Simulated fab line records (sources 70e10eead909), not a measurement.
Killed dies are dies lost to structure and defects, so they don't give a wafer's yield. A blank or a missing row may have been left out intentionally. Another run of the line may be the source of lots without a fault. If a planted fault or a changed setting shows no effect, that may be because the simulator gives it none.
Matching of chambers / flow nand-harc / NHARC_P_M2_ETCH_35 on rie-diel-03: 4 sister chambers
The step etches the open film in N2/H2, target depth 40 nm, overetch 12 nm, time 43.94 s. 14 wafers are shown with their chamber, then 7 later ones without.

== WAFERS PAIRED WITH THEIR CHAMBERS ==
wafer=L554.2; chamber=3; showerhead-plenum-p-Torr (Torr)=2.16; drypump-motor-current-A (A)=5.2; rf-vpp-V (V)=433.4
wafer=L554.3; chamber=2; showerhead-plenum-p-Torr (Torr)=1.98; drypump-motor-current-A (A)=5.0; rf-vpp-V (V)=428.9
wafer=L554.6; chamber=3; showerhead-plenum-p-Torr (Torr)=2.16; drypump-motor-current-A (A)=5.2; rf-vpp-V (V)=432.4
wafer=L561.1; chamber=0; showerhead-plenum-p-Torr (Torr)=2.16; drypump-motor-current-A (A)=6.6; rf-vpp-V (V)=435.4
wafer=L561.2; chamber=2; showerhead-plenum-p-Torr (Torr)=1.98; drypump-motor-current-A (A)=5.0; rf-vpp-V (V)=427.8
wafer=L561.4; chamber=3; showerhead-plenum-p-Torr (Torr)=2.15; drypump-motor-current-A (A)=5.2; rf-vpp-V (V)=432.9
wafer=L562.1; chamber=2; showerhead-plenum-p-Torr (Torr)=1.98; drypump-motor-current-A (A)=5.0; rf-vpp-V (V)=429.3
wafer=L562.3; chamber=1; showerhead-plenum-p-Torr (Torr)=2.12; drypump-motor-current-A (A)=4.8; rf-vpp-V (V)=431.5
wafer=L562.6; chamber=0; showerhead-plenum-p-Torr (Torr)=2.16; drypump-motor-current-A (A)=6.5; rf-vpp-V (V)=433.6
wafer=L566.1; chamber=1; showerhead-plenum-p-Torr (Torr)=2.12; drypump-motor-current-A (A)=4.8; rf-vpp-V (V)=433.3
wafer=L566.2; chamber=0; showerhead-plenum-p-Torr (Torr)=2.16; drypump-motor-current-A (A)=6.5; rf-vpp-V (V)=435.2
wafer=L566.6; chamber=0; showerhead-plenum-p-Torr (Torr)=2.16; drypump-motor-current-A (A)=6.6; rf-vpp-V (V)=433.6
wafer=L565.1; chamber=1; showerhead-plenum-p-Torr (Torr)=2.12; drypump-motor-current-A (A)=4.8; rf-vpp-V (V)=432.8
wafer=L565.4; chamber=3; showerhead-plenum-p-Torr (Torr)=2.15; drypump-motor-current-A (A)=5.2; rf-vpp-V (V)=432.8

SIGNATURES (means of the wafers above)
reading=showerhead-plenum-p-Torr; chamber 0=2.1600; chamber 1=2.1200; chamber 2=1.9800; chamber 3=2.1550; scatter within a chamber=0.00316
reading=drypump-motor-current-A; chamber 0=6.550; chamber 1=4.800; chamber 2=5.000; chamber 3=5.200; scatter within a chamber=0.0316
reading=rf-vpp-V; chamber 0=434.450; chamber 1=432.533; chamber 2=428.667; chamber 3=432.875; scatter within a chamber=0.797
Rule: for a wafer and a chamber, the distance is found by dividing, reading by reading, the gap between the wafer's reading and the chamber's mean by the reading's scatter, squaring, summing and taking the root. If the next closest chamber is less than 2 further off than the closest, the wafer can't be placed; otherwise it belongs to the closest. The scatter: the root of (the sum of the squares of (reading less its chamber's mean) over the shown wafers, divided by (wafers less chambers)).

== WAFERS WITH NO CHAMBER GIVEN ==
wafer=L565.6; showerhead-plenum-p-Torr (Torr)=2.15; drypump-motor-current-A (A)=5.2; rf-vpp-V (V)=432.6
wafer=L568.1; showerhead-plenum-p-Torr (Torr)=2.16; drypump-motor-current-A (A)=6.5; rf-vpp-V (V)=433.9
wafer=L568.2; showerhead-plenum-p-Torr (Torr)=2.15; drypump-motor-current-A (A)=5.3; rf-vpp-V (V)=434.0
wafer=L569.2; showerhead-plenum-p-Torr (Torr)=2.16; drypump-motor-current-A (A)=6.5; rf-vpp-V (V)=433.9
wafer=L569.4; showerhead-plenum-p-Torr (Torr)=1.98; drypump-motor-current-A (A)=5.1; rf-vpp-V (V)=427.9
wafer=L570.1; showerhead-plenum-p-Torr (Torr)=1.98; drypump-motor-current-A (A)=5.1; rf-vpp-V (V)=428.3
wafer=L570.3; showerhead-plenum-p-Torr (Torr)=2.15; drypump-motor-current-A (A)=5.2; rf-vpp-V (V)=432.4

== WHICH CHAMBER EACH WENT THROUGH ==
wafer=L565.6; from the rows above=3; in truth=3
wafer=L568.1; from the rows above=0; in truth=0
wafer=L568.2; from the rows above=3; in truth=3
wafer=L569.2; from the rows above=0; in truth=0
wafer=L569.4; from the rows above=2; in truth=2
wafer=L570.1; from the rows above=2; in truth=2
wafer=L570.3; from the rows above=3; in truth=3
Correct placement for 7 of the 7. From these rows, 0 cannot be placed. Placed wrongly: 0.
